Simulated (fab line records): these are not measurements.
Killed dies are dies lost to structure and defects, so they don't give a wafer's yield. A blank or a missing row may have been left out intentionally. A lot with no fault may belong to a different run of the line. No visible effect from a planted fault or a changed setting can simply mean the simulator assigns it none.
Struck lot and sound lot, side by side -- flow n5Finfet -- 15 steps out of a route of 1938
Sound: the wafers L673.2, L673.3, L673.4. Struck: wafer L677.3. (L677.5 of the same lot was not struck and is left out.) The cause comes at the end.
At each step with rows: each side's tool, then ch and its chambers, then its first start. Under that, the readings that differ: sound wafers -- struck wafers -- difference of the means -- sigmas: that difference in standard deviations of wafers without a fault.
alike: a reading whose means differ by less than 2 such deviations, as well as words and numbers matching on both sides. not compared: withheld readings; readings where some wafer has no value; bounds like >300 that might hide an equal value; numbers whose values overlap and for which the record gives no deviation.
A row with sigmas, a row that says differs or no value, or rows on one side alone: a step with any of these is where the two part. Numbers that have no deviation but don't overlap get no sigmas and don't part them. A reading missing from all wafers of one side parts the sides only when that side holds two or more wafers.

first, 1 step without rows for these wafers: N5_BEOL_M3_SPUTTER_90 (material Cu, target thk 4.5 nm, time 8.29 s).
N5_BEOL_M3_ANNEAL_91: time 240 s.
  sound on pvdSputter-03 at day 8 02:30; struck on pvdSputter-03 at day 9 12:05
  alike: heaterPowerW
then, 1 step without rows for these wafers: N5_BEOL_M3_SPUTTER_92 (material Cu, target thk 4.5 nm, time 8.29 s).
N5_BEOL_M3_ANNEAL_93: time 240 s.
  sound on pvdSputter-03 at day 8 02:43; struck on pvdSputter-03 at day 9 12:19
  alike: heaterPowerW
N5_BEOL_M3_SPUTTER_94: material Cu, target thk 4.5 nm, time 8.29 s.
  sound on pvdSputter-03 at day 8 02:52; struck on pvdSputter-03 at day 9 12:27
  alike: substrateTempC, throttleValvePct
N5_BEOL_M3_ANNEAL_95: time 240 s.
  sound on pvdSputter-03 at day 8 02:56; struck on pvdSputter-03 at day 9 12:32
  alike: heaterPowerW
then, 4 steps without rows for these wafers: N5_BEOL_M3_SPUTTER_96 (material Cu, target thk 4.5 nm, time 8.29 s); N5_BEOL_M3_ECD_50 (material Cu, target thk 300 nm); N5_BEOL_M3_ANNEAL_51 (time 90 s); N5_BEOL_M3_CMP_52 (polishes, stops on SiOC, t overpolish 6.8 s, target thk 40 nm).
N5_BEOL_M3_THK_MEAS_53: measures by xrf.
  sound on filmMetro-02 at day 8 03:52; struck on filmMetro-01 at day 9 13:28
reading,sound,struck,difference,sigmas
M3_THK (nm),40.5 40.9 40.9,37.6,-3.2,-2
N5_BEOL_M3_PRE_CLEAN_60: time 15 s.
  sound on cvdCo-02 ch 0,1, day 8 03:54; struck on cvdCo-01 ch 0, day 9 13:29
  alike: heaterPowerW
N5_BEOL_M3_CO_CAP_55: material Co, precursor CCTBA/H2, target thk 2 nm, time 102.1 s.
  sound on cvdCo-02 ch 0,1, day 8 03:56; struck on cvdCo-01 ch 0, day 9 13:32
reading,sound,struck,difference,sigmas
runLengthS (s),124.7 125.7 124.4,102.0,-22.9,-40
model.Co_of_BEOL_M3_CO_CAP_55.thkNm (nm),2.2 2.2 2,1.6,-0.5,
  alike: heaterPowerW
then, 1 step without rows for these wafers: N5_BEOL_M3_PRE_CLEAN_56 (time 15 s).
N5_BEOL_M4_RC_MEAS_101:
  sound on prober-02 ch 0, day 8 20:32; struck on prober-02 ch 0, day 10 15:11
reading,sound,struck,difference,sigmas
ION_N (uA/um),679 681 680,656,-24,-3
  alike: DIBL_N, DIBL_P, IOFF_N, IOFF_P, ION_P, SS_N, SS_P, VT_N, VT_P

== WHERE THEY PART ==
First at N5_BEOL_M3_THK_MEAS_53; last, within this record, at N5_BEOL_M4_RC_MEAS_101.

WHY: whatever the simulator had introduced
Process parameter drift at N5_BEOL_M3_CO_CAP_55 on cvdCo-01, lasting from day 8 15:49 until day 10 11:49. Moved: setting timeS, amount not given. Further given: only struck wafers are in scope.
